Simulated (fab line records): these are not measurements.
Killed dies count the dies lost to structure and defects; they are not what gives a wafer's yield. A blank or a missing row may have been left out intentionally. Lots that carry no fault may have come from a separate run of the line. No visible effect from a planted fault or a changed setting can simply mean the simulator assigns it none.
fab line records / flow n5-finfet / part 2 of 2: steps 23 to 28 of 28
[record] lots = 5 wafers = 15 last-day = 17
route steps=1938 shown MOL_CONTACT_COAG@554
lots that met no fault: taken from a fault-free run of the same line
start-h: start of the lot's first displayed wafer, in hours after the record's first day / wait-h: hours since the lot's step before / " same as the row above / L1.1+2: a single row standing in for several wafers / - no value, or no start was given / * or withheld: withheld / < > ~ a bound
route shown NAME@n: NAME is a module with steps in the file, n the number in the route of the first one / usual: mean/standard deviation of fault-free wafers / same: alike in all rows / chamber/n: place in a boat / sites: the reading at each site / _std_site: standard deviation across them / _edge_site: outer sites' mean less inner sites' / radius-mm: for every site, how far away it sits from the centre of the wafer / mask NAME#n: copy n / behind: the last tool/chamber to shape the wafer / hold: why the lot was held/for how many hours/how that ended / device: the transistor (n, p or np) that didn't switch / end of line: at the end of the route, the tests of the same wafers / for a step that has no rows: nothing shown but its recipe / killed: not the wafer's yield, but the dies lost to structure and defects at the first sort / map: the dies of a wafer, with x for killed, . for not killed, _ for no die there
set.NAME: the run value of the setting; set.NAME@STEP: its run value at that earlier step / model.NAME: the simulator's own value behind a step, which no gauge read
lots at selected steps of the route; one table per step, one row per wafer
services: from which hour (start-h, from the record's first day; less than 0 if before it) a tool's chamber was out of use, for how many hours, and why
[[steps]]
[step N5_MOL_CONTACT_COAG_ETCH_90]
[recipe] chemistry = CF4 target = SiARC target-depth-a = 130 mask-material = CAR-EUV time-s = 21.7 ion-energy-ev = 80 pressure-mtorr = 40 source-w = 545 bias-w = 36 Ar_flow_sccm = 100 cf4-flow-sccm = 100 ends = cleared
[usual] bias-w = 35.98/0.11 cf4-flow-sccm = 100.0/0.32 drypump-motor-current-A = 5.8/0.46 etch-rf-on-time-s = 21.55/0.27 oes-product-au = 0.68/0.071 rf-vpp-V = 184.4/1.3 showerhead-plenum-p-Torr = 2.17/0.074 throttle-valve-pct = 15.63/0.25
lot.wafer=L074.1 tool=rie-diel-06 chamber=1 start-h=97.92 wait-h=0.0 bias-w=35.97 cf4-flow-sccm=100.0 drypump-motor-current-A=5.0 etch-rf-on-time-s=21.73 oes-product-au=0.58 rf-hours-counter-h=248 rf-vpp-V=184.1 showerhead-plenum-p-Torr=2.11 throttle-valve-pct=15.83
lot.wafer=L074.5 tool=rie-diel-06 chamber=3 start-h=97.92 wait-h=0.0 bias-w=35.99 cf4-flow-sccm=100.9 drypump-motor-current-A=6.4 etch-rf-on-time-s=21.36 oes-product-au=0.69 rf-hours-counter-h=- rf-vpp-V=184.4 showerhead-plenum-p-Torr=2.16 throttle-valve-pct=15.82
lot.wafer=L074.6 tool=rie-diel-06 chamber=2 start-h=97.92 wait-h=0.0 bias-w=36.08 cf4-flow-sccm=99.7 drypump-motor-current-A=5.5 etch-rf-on-time-s=21.13 oes-product-au=0.66 rf-hours-counter-h=- rf-vpp-V=184.9 showerhead-plenum-p-Torr=2.22 throttle-valve-pct=15.91
lot.wafer=L075.3 tool=rie-diel-01 chamber=0 start-h=110.26 wait-h=0.0 bias-w=35.82 cf4-flow-sccm=99.4 drypump-motor-current-A=5.7 etch-rf-on-time-s=21.66 oes-product-au=0.66 rf-hours-counter-h=150 rf-vpp-V=184.4 showerhead-plenum-p-Torr=2.06 throttle-valve-pct=15.79
lot.wafer=L075.4 tool=rie-diel-01 chamber=1 start-h=110.26 wait-h=0.0 bias-w=36.14 cf4-flow-sccm=100.4 drypump-motor-current-A=5.6 etch-rf-on-time-s=21.22 oes-product-au=0.77 rf-hours-counter-h=25 rf-vpp-V=185.0 showerhead-plenum-p-Torr=2.27 throttle-valve-pct=15.33
lot.wafer=L075.6 tool=rie-diel-01 chamber=1 start-h=110.26 wait-h=0.0 bias-w=36.06 cf4-flow-sccm=99.5 drypump-motor-current-A=5.6 etch-rf-on-time-s=21.26 oes-product-au=0.77 rf-hours-counter-h=- rf-vpp-V=185.5 showerhead-plenum-p-Torr=2.27 throttle-valve-pct=15.32
lot.wafer=L081.4 tool=rie-diel-01 chamber=0 start-h=141.51 wait-h=0.0 bias-w=35.99 cf4-flow-sccm=100.2 drypump-motor-current-A=5.6 etch-rf-on-time-s=21.67 oes-product-au=0.64 rf-hours-counter-h=- rf-vpp-V=182.6 showerhead-plenum-p-Torr=2.06 throttle-valve-pct=15.81
lot.wafer=L081.5 tool=rie-diel-01 chamber=1 start-h=141.51 wait-h=0.0 bias-w=35.83 cf4-flow-sccm=99.9 drypump-motor-current-A=5.6 etch-rf-on-time-s=21.32 oes-product-au=0.75 rf-hours-counter-h=- rf-vpp-V=184.4 showerhead-plenum-p-Torr=2.27 throttle-valve-pct=15.36
lot.wafer=L081.6 tool=rie-diel-01 chamber=2 start-h=141.51 wait-h=0.0 bias-w=35.93 cf4-flow-sccm=100.1 drypump-motor-current-A=5.0 etch-rf-on-time-s=21.36 oes-product-au=0.61 rf-hours-counter-h=- rf-vpp-V=184.6 showerhead-plenum-p-Torr=2.20 throttle-valve-pct=15.98
lot.wafer=L085.1 tool=rie-diel-01 chamber=3 start-h=167.89 wait-h=0.0 bias-w=35.80 cf4-flow-sccm=100.5 drypump-motor-current-A=6.2 etch-rf-on-time-s=21.63 oes-product-au=0.66 rf-hours-counter-h=124 rf-vpp-V=184.4 showerhead-plenum-p-Torr=2.24 throttle-valve-pct=15.60
lot.wafer=L085.3 tool=rie-diel-01 chamber=0 start-h=167.89 wait-h=0.0 bias-w=36.08 cf4-flow-sccm=100.2 drypump-motor-current-A=5.6 etch-rf-on-time-s=22.20 oes-product-au=0.63 rf-hours-counter-h=174 rf-vpp-V=183.1 showerhead-plenum-p-Torr=2.06 throttle-valve-pct=15.85
lot.wafer=L085.4 tool=rie-diel-01 chamber=1 start-h=167.89 wait-h=0.0 bias-w=35.98 cf4-flow-sccm=100.1 drypump-motor-current-A=5.6 etch-rf-on-time-s=21.76 oes-product-au=0.73 rf-hours-counter-h=48 rf-vpp-V=185.9 showerhead-plenum-p-Torr=2.26 throttle-valve-pct=15.37
lot.wafer=L096.2 tool=rie-diel-06 chamber=0 start-h=230.36 wait-h=0.0 bias-w=35.83 cf4-flow-sccm=100.1 drypump-motor-current-A=5.8 etch-rf-on-time-s=21.42 oes-product-au=0.76 rf-hours-counter-h=39 rf-vpp-V=183.5 showerhead-plenum-p-Torr=2.09 throttle-valve-pct=15.37
lot.wafer=L096.5 tool=rie-diel-06 chamber=0 start-h=230.36 wait-h=0.0 bias-w=35.86 cf4-flow-sccm=100.4 drypump-motor-current-A=5.7 etch-rf-on-time-s=21.48 oes-product-au=0.76 rf-hours-counter-h=- rf-vpp-V=183.6 showerhead-plenum-p-Torr=2.09 throttle-valve-pct=15.39
lot.wafer=L096.6 tool=rie-diel-06 chamber=1 start-h=230.36 wait-h=0.0 bias-w=35.92 cf4-flow-sccm=100.0 drypump-motor-current-A=5.0 etch-rf-on-time-s=21.85 oes-product-au=0.74 rf-hours-counter-h=- rf-vpp-V=184.5 showerhead-plenum-p-Torr=2.10 throttle-valve-pct=15.40
[step N5_MOL_CONTACT_COAG_ALD_131]
[recipe] material = SiO2 target-thk-a = 50 temp-c = 100 ald-precursor-family = BDEAS ald-co-reactant = O2-plasma pulse-time-s = 1 co-reactant-pulse-time-s = 1 purge-time-s = 2 co-reactant-purge-time-s = 2 ald-cycles = 35 pressure-torr = 2
[usual] heater-power-w = 74/7.9 precursor-pulse-height-rel = 1.003/0.018
[same] co-reactant-pulse-time-s = 1
lot.wafer=L074.1 tool=ald-sin-03 chamber=0 start-h=98.01 wait-h=0.1 heater-power-w=65 precursor-pulse-height-rel=0.996
lot.wafer=L074.5 tool=ald-sin-03 chamber=2 start-h=98.01 wait-h=0.1 heater-power-w=72 precursor-pulse-height-rel=1.011
lot.wafer=L074.6 tool=ald-sin-03 chamber=1 start-h=98.01 wait-h=0.1 heater-power-w=61 precursor-pulse-height-rel=1.006
lot.wafer=L075.3 tool=ald-sin-03 chamber=2 start-h=110.45 wait-h=0.2 heater-power-w=72 precursor-pulse-height-rel=1.017
lot.wafer=L075.4 tool=ald-sin-03 chamber=1 start-h=110.45 wait-h=0.2 heater-power-w=61 precursor-pulse-height-rel=1.019
lot.wafer=L075.6 tool=ald-sin-03 chamber=0 start-h=110.45 wait-h=0.2 heater-power-w=66 precursor-pulse-height-rel=0.994
lot.wafer=L081.4 tool=ald-sin-03 chamber=2 start-h=141.87 wait-h=0.3 heater-power-w=69 precursor-pulse-height-rel=0.980
lot.wafer=L081.5 tool=ald-sin-03 chamber=0 start-h=141.87 wait-h=0.3 heater-power-w=66 precursor-pulse-height-rel=1.003
lot.wafer=L081.6 tool=ald-sin-03 chamber=3 start-h=141.87 wait-h=0.3 heater-power-w=81 precursor-pulse-height-rel=0.980
lot.wafer=L085.1 tool=ald-sin-02 chamber=0 start-h=167.97 wait-h=0.1 heater-power-w=83 precursor-pulse-height-rel=0.985
lot.wafer=L085.3 tool=ald-sin-02 chamber=1 start-h=167.97 wait-h=0.1 heater-power-w=74 precursor-pulse-height-rel=1.026
lot.wafer=L085.4 tool=ald-sin-02 chamber=3 start-h=167.97 wait-h=0.1 heater-power-w=87 precursor-pulse-height-rel=0.971
lot.wafer=L096.2 tool=ald-sin-01 chamber=1 start-h=230.44 wait-h=0.1 heater-power-w=69 precursor-pulse-height-rel=1.002
lot.wafer=L096.5 tool=ald-sin-01 chamber=2 start-h=230.44 wait-h=0.1 heater-power-w=70 precursor-pulse-height-rel=1.018
lot.wafer=L096.6 tool=ald-sin-01 chamber=3 start-h=230.44 wait-h=0.1 heater-power-w=84 precursor-pulse-height-rel=1.014
[step N5_MOL_CONTACT_COAG_ETCHBACK_132]
[recipe] chemistry = CHF3 target = SiO2 target-depth-a = 100 time-s = 6.7 ion-energy-ev = 200 pressure-mtorr = 30 source-w = 610 bias-w = 170 Ar_flow_sccm = 200 CHF3_flow_sccm = 50
[usual] bias-w = 170.0/0.47 drypump-motor-current-A = 5.8/0.46 oes-product-au = 0.78/0.072 rf-vpp-V = 523/4.7 showerhead-plenum-p-Torr = 2.41/0.089 throttle-valve-pct = 18.72/0.21
lot.wafer=L074.1 tool=rie-diel-02 chamber=3 start-h=98.19 wait-h=0.1 bias-w=170.2 drypump-motor-current-A=5.9 oes-product-au=0.78 rf-hours-counter-h=106 rf-vpp-V=525 showerhead-plenum-p-Torr=2.31 throttle-valve-pct=18.54
lot.wafer=L074.5 tool=rie-diel-02 chamber=2 start-h=98.19 wait-h=0.1 bias-w=170.4 drypump-motor-current-A=6.1 oes-product-au=0.81 rf-hours-counter-h=- rf-vpp-V=525 showerhead-plenum-p-Torr=2.51 throttle-valve-pct=18.54
lot.wafer=L074.6 tool=rie-diel-02 chamber=3 start-h=98.19 wait-h=0.1 bias-w=169.8 drypump-motor-current-A=5.9 oes-product-au=0.78 rf-hours-counter-h=- rf-vpp-V=526 showerhead-plenum-p-Torr=2.31 throttle-valve-pct=18.54
lot.wafer=L075.3 tool=rie-diel-01 chamber=2 start-h=110.63 wait-h=0.1 bias-w=170.4 drypump-motor-current-A=5.0 oes-product-au=0.71 rf-hours-counter-h=212 rf-vpp-V=518 showerhead-plenum-p-Torr=2.45 throttle-valve-pct=19.05
lot.wafer=L075.4 tool=rie-diel-01 chamber=3 start-h=110.63 wait-h=0.1 bias-w=169.7 drypump-motor-current-A=6.2 oes-product-au=0.79 rf-hours-counter-h=105 rf-vpp-V=529 showerhead-plenum-p-Torr=2.49 throttle-valve-pct=18.62
lot.wafer=L075.6 tool=rie-diel-01 chamber=1 start-h=110.63 wait-h=0.1 bias-w=170.0 drypump-motor-current-A=5.6 oes-product-au=0.89 rf-hours-counter-h=- rf-vpp-V=528 showerhead-plenum-p-Torr=2.53 throttle-valve-pct=18.47
lot.wafer=L081.4 tool=rie-diel-01 chamber=0 start-h=142.69 wait-h=0.7 bias-w=169.7 drypump-motor-current-A=5.6 oes-product-au=0.75 rf-hours-counter-h=- rf-vpp-V=518 showerhead-plenum-p-Torr=2.29 throttle-valve-pct=18.96
lot.wafer=L081.5 tool=rie-diel-01 chamber=2 start-h=142.69 wait-h=0.7 bias-w=169.4 drypump-motor-current-A=5.1 oes-product-au=0.71 rf-hours-counter-h=- rf-vpp-V=517 showerhead-plenum-p-Torr=2.45 throttle-valve-pct=19.06
lot.wafer=L081.6 tool=rie-diel-01 chamber=1 start-h=142.69 wait-h=0.7 bias-w=170.9 drypump-motor-current-A=5.6 oes-product-au=0.88 rf-hours-counter-h=- rf-vpp-V=530 showerhead-plenum-p-Torr=2.52 throttle-valve-pct=18.48
lot.wafer=L085.1 tool=rie-diel-02 chamber=2 start-h=168.15 wait-h=0.1 bias-w=169.8 drypump-motor-current-A=6.1 oes-product-au=0.78 rf-hours-counter-h=106 rf-vpp-V=526 showerhead-plenum-p-Torr=2.50 throttle-valve-pct=18.58
lot.wafer=L085.3 tool=rie-diel-02 chamber=3 start-h=168.15 wait-h=0.1 bias-w=170.5 drypump-motor-current-A=5.8 oes-product-au=0.75 rf-hours-counter-h=133 rf-vpp-V=527 showerhead-plenum-p-Torr=2.30 throttle-valve-pct=18.59
lot.wafer=L085.4 tool=rie-diel-02 chamber=1 start-h=168.15 wait-h=0.1 bias-w=169.4 drypump-motor-current-A=6.5 oes-product-au=0.71 rf-hours-counter-h=- rf-vpp-V=519 showerhead-plenum-p-Torr=2.44 throttle-valve-pct=18.79
lot.wafer=L096.2 tool=rie-diel-01 chamber=1 start-h=230.62 wait-h=0.1 bias-w=169.1 drypump-motor-current-A=5.6 oes-product-au=0.83 rf-hours-counter-h=73 rf-vpp-V=529 showerhead-plenum-p-Torr=2.51 throttle-valve-pct=18.55
lot.wafer=L096.5 tool=rie-diel-01 chamber=1 start-h=230.62 wait-h=0.1 bias-w=170.0 drypump-motor-current-A=5.6 oes-product-au=0.82 rf-hours-counter-h=- rf-vpp-V=529 showerhead-plenum-p-Torr=2.51 throttle-valve-pct=18.55
lot.wafer=L096.6 tool=rie-diel-01 chamber=2 start-h=230.62 wait-h=0.1 bias-w=169.5 drypump-motor-current-A=5.0 oes-product-au=0.68 rf-hours-counter-h=- rf-vpp-V=518 showerhead-plenum-p-Torr=2.44 throttle-valve-pct=19.10
[step N5_MOL_CONTACT_COAG_ETCH_91]
[recipe] chemistry = N2/H2 target = SOC target-depth-a = 600 overetch-a = 210 mask-material = SiARC temp-c = 40 time-s = 101.2 ion-energy-ev = 200 pressure-mtorr = 30 source-w = 840 bias-w = 150 n2-flow-sccm = 200 h2-flow-sccm = 200
[usual] bias-w = 150.0/0.44 drypump-motor-current-A = 5.8/0.46 oes-product-au = 0.65/0.058 rf-vpp-V = 524.7/2.9 showerhead-plenum-p-Torr = 2.57/0.1 throttle-valve-pct = 17.82/0.25
lot.wafer=L074.1 tool=rie-diel-02 chamber=3 start-h=98.23 wait-h=0.0 bias-w=150.2 drypump-motor-current-A=5.9 oes-product-au=0.66 rf-hours-counter-h=106 rf-vpp-V=520.2 showerhead-plenum-p-Torr=2.46 throttle-valve-pct=17.55
lot.wafer=L074.5 tool=rie-diel-02 chamber=2 start-h=98.23 wait-h=0.0 bias-w=149.0 drypump-motor-current-A=6.1 oes-product-au=0.68 rf-hours-counter-h=- rf-vpp-V=527.7 showerhead-plenum-p-Torr=2.68 throttle-valve-pct=17.63
lot.wafer=L074.6 tool=rie-diel-02 chamber=3 start-h=98.23 wait-h=0.0 bias-w=150.4 drypump-motor-current-A=5.8 oes-product-au=0.65 rf-hours-counter-h=- rf-vpp-V=521.2 showerhead-plenum-p-Torr=2.46 throttle-valve-pct=17.56
lot.wafer=L075.3 tool=rie-diel-01 chamber=2 start-h=110.66 wait-h=0.0 bias-w=150.0 drypump-motor-current-A=5.1 oes-product-au=0.61 rf-hours-counter-h=212 rf-vpp-V=525.3 showerhead-plenum-p-Torr=2.62 throttle-valve-pct=18.17
lot.wafer=L075.4 tool=rie-diel-01 chamber=3 start-h=110.66 wait-h=0.0 bias-w=150.1 drypump-motor-current-A=6.2 oes-product-au=0.67 rf-hours-counter-h=106 rf-vpp-V=526.0 showerhead-plenum-p-Torr=2.67 throttle-valve-pct=17.79
lot.wafer=L075.6 tool=rie-diel-01 chamber=1 start-h=110.66 wait-h=0.0 bias-w=150.2 drypump-motor-current-A=5.6 oes-product-au=0.74 rf-hours-counter-h=- rf-vpp-V=529.0 showerhead-plenum-p-Torr=2.71 throttle-valve-pct=17.55
lot.wafer=L081.4 tool=rie-diel-01 chamber=0 start-h=142.74 wait-h=0.0 bias-w=149.7 drypump-motor-current-A=5.6 oes-product-au=0.63 rf-hours-counter-h=- rf-vpp-V=519.3 showerhead-plenum-p-Torr=2.43 throttle-valve-pct=18.02
lot.wafer=L081.5 tool=rie-diel-01 chamber=2 start-h=142.74 wait-h=0.0 bias-w=149.3 drypump-motor-current-A=5.0 oes-product-au=0.59 rf-hours-counter-h=- rf-vpp-V=526.0 showerhead-plenum-p-Torr=2.62 throttle-valve-pct=18.18
lot.wafer=L081.6 tool=rie-diel-01 chamber=1 start-h=142.74 wait-h=0.0 bias-w=150.2 drypump-motor-current-A=5.6 oes-product-au=0.73 rf-hours-counter-h=- rf-vpp-V=528.8 showerhead-plenum-p-Torr=2.70 throttle-valve-pct=17.56
lot.wafer=L085.1 tool=rie-diel-02 chamber=2 start-h=168.18 wait-h=0.0 bias-w=149.7 drypump-motor-current-A=6.1 oes-product-au=0.66 rf-hours-counter-h=106 rf-vpp-V=526.8 showerhead-plenum-p-Torr=2.67 throttle-valve-pct=17.66
lot.wafer=L085.3 tool=rie-diel-02 chamber=3 start-h=168.18 wait-h=0.0 bias-w=150.2 drypump-motor-current-A=5.9 oes-product-au=0.63 rf-hours-counter-h=133 rf-vpp-V=521.0 showerhead-plenum-p-Torr=2.44 throttle-valve-pct=17.61
lot.wafer=L085.4 tool=rie-diel-02 chamber=1 start-h=168.18 wait-h=0.0 bias-w=150.1 drypump-motor-current-A=6.5 oes-product-au=0.59 rf-hours-counter-h=- rf-vpp-V=526.9 showerhead-plenum-p-Torr=2.63 throttle-valve-pct=18.00
lot.wafer=L096.2 tool=rie-diel-01 chamber=1 start-h=230.65 wait-h=0.0 bias-w=150.3 drypump-motor-current-A=5.6 oes-product-au=0.69 rf-hours-counter-h=73 rf-vpp-V=527.2 showerhead-plenum-p-Torr=2.68 throttle-valve-pct=17.61
lot.wafer=L096.5 tool=rie-diel-01 chamber=1 start-h=230.65 wait-h=0.0 bias-w=150.6 drypump-motor-current-A=5.6 oes-product-au=0.69 rf-hours-counter-h=- rf-vpp-V=527.8 showerhead-plenum-p-Torr=2.69 throttle-valve-pct=17.61
lot.wafer=L096.6 tool=rie-diel-01 chamber=2 start-h=230.65 wait-h=0.0 bias-w=150.2 drypump-motor-current-A=5.0 oes-product-au=0.58 rf-hours-counter-h=- rf-vpp-V=526.9 showerhead-plenum-p-Torr=2.61 throttle-valve-pct=18.22
[step N5_MOL_CONTACT_COAG_STRIP_92]
[recipe] chemistry = N2/H2 temp-c = 40 n2-flow-sccm = 200 h2-flow-sccm = 200 rf-frequency-hz = 6e+07
lot.wafer=L074.1+5+6 tool=rie-diel-02 chamber=3,2,3 start-h=98.30 wait-h=0.0
lot.wafer=L075.3+4+6 tool=rie-diel-01 chamber=2,3,1 start-h=110.73 wait-h=0.0
lot.wafer=L081.4+5+6 tool=rie-diel-01 chamber=0,2,1 start-h=142.78 wait-h=0.0
lot.wafer=L085.1+3+4 tool=rie-diel-02 chamber=2,3,1 start-h=168.25 wait-h=0.0
lot.wafer=L096.2+5+6 tool=rie-diel-01 chamber=1,1,2 start-h=230.72 wait-h=0.0
[step N5_MOL_CONTACT_COAG_STRIP_93]
[recipe] chemistry = N2/H2 temp-c = 40 n2-flow-sccm = 200 h2-flow-sccm = 200 rf-frequency-hz = 6e+07
lot.wafer=L074.1+5+6 tool=rie-diel-02 chamber=3,2,3 start-h=98.31 wait-h=0.0
lot.wafer=L075.3+4+6 tool=rie-diel-01 chamber=2,3,1 start-h=110.74 wait-h=0.0
lot.wafer=L081.4+5+6 tool=rie-diel-01 chamber=0,2,1 start-h=142.79 wait-h=0.0
lot.wafer=L085.1+3+4 tool=rie-diel-02 chamber=2,3,1 start-h=168.26 wait-h=0.0
lot.wafer=L096.2+5+6 tool=rie-diel-01 chamber=1,1,2 start-h=230.73 wait-h=0.0
[[services]]
tool=pecvd-02 chamber=- start-h=71.35 hours=0.6 kind=repair
tool=cmp-03 chamber=- start-h=72.45 hours=0.3 kind=repair
tool=euv-scanner-01 chamber=- start-h=76.61 hours=4.6 kind=pm
tool=cmp-01 chamber=- start-h=84.26 hours=1.0 kind=repair
tool=ald-sin-01 chamber=- start-h=85.31 hours=14.0 kind=pm
tool=cmp-03 chamber=- start-h=94.83 hours=0.4 kind=repair
tool=ald-sin-01 chamber=- start-h=99.31 hours=2.8 kind=pm
tool=euv-scanner-01 chamber=- start-h=100.86 hours=5.8 kind=pm
tool=cmp-02 chamber=- start-h=117.19 hours=3.8 kind=repair
tool=rie-diel-06 chamber=- start-h=152.14 hours=4.3 kind=pm
tool=ald-sin-03 chamber=- start-h=153.63 hours=2.8 kind=pm
tool=rie-diel-02 chamber=- start-h=161.27 hours=0.4 kind=repair
tool=euv-scanner-01 chamber=- start-h=165.70 hours=1.0 kind=pm
tool=cmp-02 chamber=- start-h=172.36 hours=4.9 kind=pm
tool=ald-sin-02 chamber=- start-h=178.08 hours=14.0 kind=pm
tool=rie-diel-01 chamber=2 start-h=185.30 hours=17.7 kind=repair
tool=cmp-02 chamber=- start-h=194.36 hours=2.7 kind=repair
tool=rie-diel-02 chamber=1 start-h=195.81 hours=5.5 kind=repair
tool=ald-sin-01 chamber=1 start-h=197.73 hours=12.1 kind=repair
tool=rie-diel-02 chamber=3 start-h=198.03 hours=6.0 kind=repair
tool=cmp-03 chamber=- start-h=198.27 hours=1.0 kind=repair
tool=euv-scanner-01 chamber=- start-h=217.10 hours=1.0 kind=pm
tool=cmp-02 chamber=- start-h=218.33 hours=5.7 kind=pm
tool=pecvd-02 chamber=- start-h=227.83 hours=0.8 kind=repair
